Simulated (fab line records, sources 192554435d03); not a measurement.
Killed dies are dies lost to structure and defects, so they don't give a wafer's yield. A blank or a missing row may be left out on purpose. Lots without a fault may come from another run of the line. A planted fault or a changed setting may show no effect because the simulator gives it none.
fab line records | flow n5_finfet
record lots=12 wafers=36 last_day=17
route steps=1938 shown BEOL_M15@1818 PASSIVATION@1936
lots that met no fault: from a run of the same line without faults
start_h: hours from the record's first day to the start of the lot's first wafer shown | wait_h: hours since the lot's step before | " the same as in the row above | L1.1+2: a row that stands for several wafers | - no value, or no start given | * or withheld: withheld | < > ~ a bound
route shown NAME@n: a module of which the file shows steps, and the number in the route of the first | usual: mean/standard deviation of fault-free wafers | same: alike in all rows | chamber/n: place in a boat | sites: the reading at each site | _std_site: their standard deviation | _edge_site: outer sites' mean less inner sites' | radius_mm: how far each site lies from the wafer's centre | mask NAME#n: copy n | behind: the tool/chamber that last shaped the wafer | hold: why the lot was held/for how many hours/how that ended | device: the transistor (n, p or np) that didn't switch | end of line: the same wafers' tests at the end of the route | a step without rows: its recipe alone | killed: dies lost to structure and defects at the first sort, not the wafer's yield | map: a wafer's dies, x killed, . not, _ none there
set.NAME: the setting as run; set.NAME@STEP: as run at that earlier step | model.NAME: the simulator's own value behind a step, which no gauge read
steps of the route over a sample of lots; a table a step, a row a wafer
services: from which hour (start_h, from the record's first day; less than 0 if before it) a tool's chamber was out of use, for how many hours, and why
## steps
# step N5_BEOL_M15_PRE_CLEAN_42
# recipe gas=H2/He time_s=30 temp_c=300
# usual heater_power_w=470/48
# columns lot.wafer tool chamber start_h wait_h heater_power_w
L718.1 pvd_sputter-01 - 264.39 0.0 458
L718.2 " - " " 522
L718.4 " - " " 564
L719.1 pvd_sputter-02 - 268.67 0.0 408
L719.4 " - " " 432
L719.6 " - " " 420
L721.3 pvd_sputter-02 - 290.53 0.0 428
L721.4 " - " " 529
L721.6 " - " " 399
L724.1 pvd_sputter-03 - 302.48 0.0 487
L724.3 " - " " 420
L724.6 " - " " 427
L723.3 pvd_sputter-01 - 303.34 0.0 459
L723.5 " - " " 529
L723.6 " - " " 459
L725.2 pvd_sputter-03 - 303.36 0.0 444
L725.5 " - " " 429
L725.6 " - " " 398
L727.2 pvd_sputter-02 - 320.07 0.0 434
L727.4 " - " " 538
L727.5 " - " " 446
L733.2 pvd_sputter-01 - 352.74 0.0 462
L733.4 " - " " 570
L733.5 " - " " 445
L735.1 pvd_sputter-03 - 376.60 0.0 420
L735.4 " - " " 493
L735.6 " - " " 481
L736.3 pvd_sputter-01 - 379.21 0.0 528
L736.5 " - " " 458
L736.6 " - " " 539
L737.3 pvd_sputter-03 - 390.04 0.0 421
L737.5 " - " " 479
L737.6 " - " " 412
L738.1 pvd_sputter-01 - 394.79 0.0 551
L738.4 " - " " 458
L738.5 " - " " 556
# step N5_BEOL_M15_SPUTTER_43
# recipe material=TaN target_thk_a=150 temp_c=50 bias_v=168.6 power_w=15000 chamber_pressure_pa=0.12 time_s=24.19
# usual throttle_valve_pct=30.1/0.97
# columns lot.wafer tool chamber start_h wait_h throttle_valve_pct
L718.1 pvd_sputter-01 - 264.43 0.0 33.2
L718.2 " - " " 30.2
L718.4 " - " " 30.6
L719.1 pvd_sputter-02 - 268.72 0.0 28.9
L719.4 " - " " 29.1
L719.6 " - " " 29.1
L721.3 pvd_sputter-02 - 290.57 0.0 29.4
L721.4 " - " " 30.4
L721.6 " - " " 28.8
L724.1 pvd_sputter-03 - 302.52 0.0 29.1
L724.3 " - " " 29.8
L724.6 " - " " 29.8
L723.3 pvd_sputter-01 - 303.38 0.0 33.1
L723.5 " - " " 30.5
L723.6 " - " " 30.5
L725.2 pvd_sputter-03 - 303.40 0.0 30.2
L725.5 " - " " 29.8
L725.6 " - " " 30.1
L727.2 pvd_sputter-02 - 320.11 0.0 29.1
L727.4 " - " " 30.5
L727.5 " - " " 28.9
L733.2 pvd_sputter-01 - 352.78 0.0 30.7
L733.4 " - " " 30.6
L733.5 " - " " 33.0
L735.1 pvd_sputter-03 - 376.64 0.0 29.6
L735.4 " - " " 28.8
L735.6 " - " " 29.0
L736.3 pvd_sputter-01 - 379.25 0.0 30.3
L736.5 " - " " 31.1
L736.6 " - " " 30.3
L737.3 pvd_sputter-03 - 390.08 0.0 29.9
L737.5 " - " " 29.2
L737.6 " - " " 30.1
L738.1 pvd_sputter-01 - 394.83 0.0 30.7
L738.4 " - " " 33.2
L738.5 " - " " 30.5
# step N5_BEOL_M15_DEP_53
# recipe material=SiCN target_thk_a=500 temp_c=withheld precursor=3MS/NH3 pressure_torr=3 rf_w=675 time_s=17.8
# usual chamber_pressure_Torr=2.999/0.0072 rf_fwd_power_W=667.0/2.9 showerhead_plenum_p_Torr=4.140/0.02 throttle_valve_pct=18.2/0.86
# columns lot.wafer tool chamber start_h wait_h chamber_pressure_Torr rf_fwd_power_W showerhead_plenum_p_Torr throttle_valve_pct
L718.1 pecvd-04 0 265.80 0.0 3.010 665.6 4.138 19.0
L718.2 " 1 " " 3.001 669.6 4.137 19.2
L718.4 " 2 " " 3.004 670.1 4.146 17.8
L719.1 pecvd-02 1 270.00 0.0 3.003 665.2 4.133 18.0
L719.4 " 1 " " 2.998 663.3 4.120 18.1
L719.6 " 0 " " 2.990 665.2 4.121 17.6
L721.3 pecvd-04 2 291.75 0.0 2.996 669.3 4.146 17.5
L721.4 " 2 " " 3.005 669.4 4.133 17.4
L721.6 " 1 " " 2.992 667.2 4.127 19.3
L724.1 pecvd-04 1 303.71 0.0 - - - -
L724.3 " 2 " " - - - -
L724.6 " 1 " " - - - -
L723.3 pecvd-02 1 304.55 0.0 - - - -
L723.5 " 0 " " - - - -
L723.6 " 2 " " - - - -
L725.2 pecvd-04 2 304.59 0.0 2.992 671.2 4.146 17.6
L725.5 " 1 " " 2.997 666.2 4.128 19.4
L725.6 " 2 " " 3.009 668.9 4.146 17.8
L727.2 pecvd-04 1 321.30 0.0 3.005 665.3 4.116 19.4
L727.4 " 2 " " 3.003 671.9 4.152 17.8
L727.5 " 1 " " 3.008 666.8 4.131 19.5
L733.2 pecvd-04 2 354.04 0.0 2.989 671.3 4.136 17.6
L733.4 " 2 " " 2.998 670.5 4.127 17.9
L733.5 " 1 " " 2.992 667.5 4.127 19.2
L735.1 pecvd-03 2 377.85 0.0 3.004 666.1 4.168 16.2
L735.4 " 0 " " 3.005 667.6 4.130 18.1
L735.6 " 2 " " 2.988 667.5 4.168 16.3
L736.3 pecvd-04 2 380.42 0.0 2.992 666.4 4.150 17.8
L736.5 " 2 " " 2.999 667.6 4.136 17.8
L736.6 " 1 " " 2.996 667.4 4.121 19.6
L737.3 pecvd-04 0 391.29 0.0 2.993 669.6 4.122 18.9
L737.5 " 2 " " 2.999 671.1 4.134 17.7
L737.6 " 0 " " 3.006 670.2 4.132 19.2
L738.1 pecvd-02 1 396.70 0.0 2.995 660.7 4.121 18.0
L738.4 " 0 " " 2.996 666.2 4.134 17.9
L738.5 " 1 " " 2.994 663.0 4.132 18.0
# step N5_BEOL_M15_RS_MEAS_54
# recipe thk_meas_gauge=four-point-probe reads=Cu_of_BEOL_M15_ECD_47+Ta_of_BEOL_M15_SPUTTER_44+TaN_of_BEOL_M15_SPUTTER_43
# usual M15_RS=0.0216/0.0003
# columns lot.wafer tool chamber start_h wait_h M15_RS[ohm/sq]
L718.1 film_metro-02 - 265.87 0.0 0.0221
L718.2 " - " " 0.0217
L718.4 " - " " 0.0217
L719.1 film_metro-01 - 270.07 0.0 0.0219
L719.4 " - " " 0.0213
L719.6 " - " " 0.0210
L721.3 film_metro-01 - 291.81 0.1 0.0214
L721.4 " - " " 0.0215
L721.6 " - " " 0.0213
L724.1 film_metro-01 - 303.79 0.1 0.0215
L724.3 " - " " 0.0221
L724.6 " - " " 0.0213
L723.3 film_metro-01 - 304.62 0.1 0.0216
L723.5 " - " " 0.0213
L723.6 " - " " 0.0218
L725.2 film_metro-02 - 304.66 0.1 0.0216
L725.5 " - " " 0.0211
L725.6 " - " " 0.0216
L727.2 film_metro-01 - 321.37 0.1 0.0217
L727.4 " - " " 0.0217
L727.5 " - " " 0.0209
L733.2 film_metro-01 - 354.11 0.1 0.0212
L733.4 " - " " 0.0215
L733.5 " - " " 0.0215
L735.1 film_metro-01 - 377.91 0.0 0.0217
L735.4 " - " " 0.0219
L735.6 " - " " 0.0218
L736.3 film_metro-02 - 380.49 0.1 0.0212
L736.5 " - " " 0.0214
L736.6 " - " " 0.0214
L737.3 film_metro-02 - 391.35 0.1 0.0217
L737.5 " - " " 0.0212
L737.6 " - " " 0.0217
L738.1 film_metro-02 - 396.77 0.0 0.0217
L738.4 " - " " 0.0220
L738.5 " - " " 0.0216
# step N5_PASSIVATION_PROBE_49
# usual defect_limited_yield=91.0/1.4 killed_at_M0_to_M3=35/10 killed_at_M4_up=13/6 killed_at_contacts=13/6.4 killed_at_front_end=42/12 killed_at_other=3.2/2.4 killed_dies=107/17 killed_open=69/13 killed_short=33/7.3 sort_bin_4_leakage=0.00/0.022 sort_bin_5_function=5.3/0.92 sort_bin_6_memory=3.3/0.66 sort_bin_8_speed=0.00/0.035 sort_n_pass=1073/17 sort_yield_pct=90.9/1.4
# same gross_dies=1180 killed_at_back_side=0
# columns lot.wafer tool chamber start_h wait_h defect_limited_yield[%] killed_at_M0_to_M3 killed_at_M4_up killed_at_contacts killed_at_front_end killed_at_other killed_dies killed_open killed_short sort_bin_4_leakage[%] sort_bin_5_function[%] sort_bin_6_memory[%] sort_bin_8_speed[%] sort_n_pass sort_yield_pct[%]
L721.3 prober-02 - 309.04 0.1 90.8 38 9 12 45 5 109 68 31 0 5.6 3.5 0 1071 90.8
L721.4 prober-02 - 309.09 0.2 91.3 42 10 11 36 4 103 74 17 0.17 5.3 2.5 0 1075 91.1
L721.6 prober-02 - 309.19 0.3 90.2 51 8 7 42 8 116 73 37 0 6.4 3.1 0 1064 90.2
L723.3 prober-02 - 317.78 0.1 89.0 46 12 10 57 5 130 81 35 0 6.2 4.1 0 1050 89.0
L723.5 prober-02 - 317.88 0.2 92.3 41 7 9 32 2 91 46 41 0 4.0 3.2 0 1089 92.3
L723.6 prober-02 - 317.93 0.3 93.1 26 17 6 28 4 81 47 25 0 4.4 2.1 0 1099 93.1
L724.1 prober-01 - 318.02 0.0 91.7 22 11 19 38 8 98 63 28 0 5.1 2.8 0 1082 91.7
L724.3 prober-01 - 318.12 0.1 87.8 43 21 20 49 11 144 96 39 0 6.5 5.3 0 1036 87.8
L724.6 prober-01 - 318.27 0.3 92.0 38 18 7 26 5 94 58 35 0 4.9 2.8 0 1086 92.0
L725.2 prober-02 - 319.21 0.1 90.2 37 11 17 49 2 116 74 38 0 5.6 3.6 0 1064 90.2
L725.5 prober-02 - 319.36 0.2 89.7 45 10 8 56 2 121 81 33 0 7.3 2.7 0 1059 89.7
L725.6 prober-02 - 319.41 0.3 90.3 57 7 15 32 3 114 66 40 0 6.4 3.0 0 1066 90.3
L733.2 prober-01 - 369.31 0.4 91.6 46 13 7 32 1 99 63 33 0 5.6 2.5 0 1081 91.6
L733.4 prober-01 - 369.41 0.5 89.9 44 19 6 49 1 119 71 39 0 5.9 3.4 0 1061 89.9
L733.5 prober-01 - 369.46 0.5 92.5 27 11 7 42 1 88 43 39 0 4.7 2.4 0 1092 92.5
# killed by level:class
L721.3 STI_FIN_REVEAL:geometric_particle:open=16 MOL_CONTACT_COAG:geometric_particle:open=9 FIN_SAQP:geometric_particle:open=8 BEOL_M2:geometric_particle:open=8 FIN_SAQP:geometric_particle:short=6 BEOL_M1:geometric_particle:open=5 BEOL_M2:geometric_particle:short=5 GATE_CUT:geometric_particle:open=4
L721.4 STI_FIN_REVEAL:geometric_particle:open=11 MOL_CONTACT_COAG:geometric_particle:open=10 BEOL_M1:geometric_particle:open=10 BEOL_M0_SAQP:geometric_particle:open=9 HKMG_FIN:area_etch=9 FIN_SAQP:geometric_particle:open=5 BEOL_M0_SAQP:geometric_particle:short=5 BEOL_M0:geometric_particle:open=5
L721.6 BEOL_M0_SAQP:geometric_particle:open=17 FIN_SAQP:geometric_particle:open=12 BEOL_M3:geometric_particle:open=9 BEOL_M1:geometric_particle:open=9 FIN_SAQP:geometric_particle:short=7 MOL_CONTACT_COAG:geometric_particle:open=6 BEOL_M3:geometric_particle:short=6 BEOL_M0_SAQP:geometric_particle:short=5
L723.3 STI_FIN_REVEAL:geometric_particle:open=20 BEOL_M0_SAQP:geometric_particle:open=13 BEOL_M0_SAQP:geometric_particle:short=10 BEOL_M2:geometric_particle:open=9 MOL_CONTACT_COAG:geometric_particle:open=9 DUMMY_GATE:geometric_particle:open=8 FIN_SAQP:geometric_particle:open=7 HKMG_FIN:area_etch=6
L723.5 BEOL_M0_SAQP:geometric_particle:short=14 STI_FIN_REVEAL:geometric_particle:open=10 BEOL_M0_SAQP:geometric_particle:open=7 BEOL_M1:geometric_particle:open=7 MOL_CONTACT_COAG:geometric_particle:open=6 BEOL_M2:geometric_particle:open=6 STARTING-WAFER:geometric_particle:short=6 GATE_CUT:geometric_particle:short=3
L723.6 BEOL_M2:geometric_particle:open=7 DUMMY_GATE:geometric_particle:open=5 MOL_CONTACT_COAG:geometric_particle:open=5 BEOL_M0_SAQP:geometric_particle:open=4 BEOL_M0_SAQP:geometric_particle:short=4 BEOL_M4:geometric_particle:open=4 STARTING-WAFER:geometric_particle:open=4 FIN_SAQP:geometric_particle:short=3
L724.1 FIN_SAQP:geometric_particle:open=18 MOL_CONTACT_COAG:geometric_particle:open=14 FIN_SAQP:geometric_particle:short=6 BEOL_M3:geometric_particle:open=6 STI_FIN_REVEAL:geometric_particle:open=4 BEOL_M0_SAQP:geometric_particle:short=4 STARTING-WAFER:geometric_particle:short=4 MOL_CONTACT_COAG:geometric_particle:short=3
L724.3 FIN_SAQP:geometric_particle:open=13 MOL_CONTACT_COAG:geometric_particle:open=13 FIN_SAQP:geometric_particle:short=11 BEOL_M1:geometric_particle:open=9 BEOL_M4:geometric_particle:open=8 BEOL_M0:geometric_particle:open=6 BEOL_M2:geometric_particle:open=6 BEOL_M0_SAQP:geometric_particle:short=5
L724.6 BEOL_M0_SAQP:geometric_particle:short=11 BEOL_M0_SAQP:geometric_particle:open=8 BEOL_M3:geometric_particle:open=8 GATE_CUT:geometric_particle:open=6 MOL_CONTACT_COAG:geometric_particle:open=6 BEOL_M5:geometric_particle:open=5 BEOL_M4:geometric_particle:open=4 FIN_SAQP:geometric_particle:short=3
L725.2 MOL_CONTACT_COAG:geometric_particle:open=16 STI_FIN_REVEAL:geometric_particle:open=13 BEOL_M0_SAQP:geometric_particle:open=10 STI_FIN_REVEAL:geometric_particle:short=8 BEOL_M0_SAQP:geometric_particle:short=8 FIN_SAQP:geometric_particle:open=7 GATE_CUT:geometric_particle:short=5 BEOL_M3:geometric_particle:open=5
L725.5 BEOL_M0_SAQP:geometric_particle:open=11 STI_FIN_REVEAL:geometric_particle:open=11 FIN_SAQP:geometric_particle:open=10 DUMMY_GATE:geometric_particle:open=9 BEOL_M3:geometric_particle:open=9 BEOL_M2:geometric_particle:open=7 MOL_CONTACT_COAG:geometric_particle:open=6 FIN_SAQP:geometric_particle:short=5
L725.6 BEOL_M0_SAQP:geometric_particle:short=16 BEOL_M3:geometric_particle:open=16 BEOL_M0_SAQP:geometric_particle:open=10 BEOL_M2:geometric_particle:open=8 MOL_CONTACT_COAG:geometric_particle:open=7 FIN_SAQP:geometric_particle:open=6 STI_FIN_REVEAL:geometric_particle:open=5 FIN_SAQP:geometric_particle:short=4
L733.2 BEOL_M2:geometric_particle:open=12 BEOL_M3:geometric_particle:open=11 FIN_SAQP:geometric_particle:open=8 GATE_CUT:geometric_particle:short=6 BEOL_M0_SAQP:geometric_particle:short=6 GATE_CUT:geometric_particle:open=5 BEOL_M0_SAQP:geometric_particle:open=5 BEOL_M1:geometric_particle:open=5
L733.4 BEOL_M0_SAQP:geometric_particle:open=14 STI_FIN_REVEAL:geometric_particle:open=9 BEOL_M0_SAQP:geometric_particle:short=8 FIN_SAQP:geometric_particle:open=7 BEOL_M3:geometric_particle:open=7 FIN_SAQP:geometric_particle:short=5 ILD0:geometric_particle:open=5 BEOL_M2:geometric_particle:short=5
L733.5 BEOL_M0_SAQP:geometric_particle:open=10 ILD0:geometric_particle:short=8 BEOL_M0_SAQP:geometric_particle:short=7 FIN_SAQP:geometric_particle:short=6 FIN_SAQP:geometric_particle:open=5 GATE_CUT:geometric_particle:open=5 GATE_CUT:geometric_particle:short=5 MOL_CONTACT_COAG:geometric_particle:open=5
## services
# columns tool chamber start_h hours kind
pecvd-03 - 242.42 0.2 repair
pecvd-04 - 245.96 0.8 repair
pecvd-02 2 256.52 2.1 scheduled_down
pecvd-03 0 276.47 5.5 scheduled_down
pecvd-04 2 299.57 2.1 scheduled_down
pecvd-02 - 318.85 1.7 repair
pecvd-02 2 335.57 3.3 repair
pecvd-02 0 352.78 5.5 scheduled_down
pecvd-03 2 364.83 2.1 scheduled_down
pecvd-04 1 383.62 - clean
pecvd-04 1 383.62 - consumable_replace:showerhead
pvd_sputter-01 - 391.65 2.4 repair
pecvd-04 - 394.97 0.8 repair
## key
first_sign step=N5_BEOL_M15_DEP_53 reading=tool_record direction=missing
effect none on later readings
met_at N5_BEOL_M15_DEP_53
struck_lots L723,L724
not_acting_at N5_BEOL_M15_PRE_CLEAN_42,N5_BEOL_M15_SPUTTER_43,N5_BEOL_M15_RS_MEAS_54
onset_between 291.75 303.71
fault kind=skipped_step_whole tool=pecvd-02,pecvd-04 chamber=- onset_h=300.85 steps=N5_BEOL_M15_DEP_53 scope=struck_lots_only
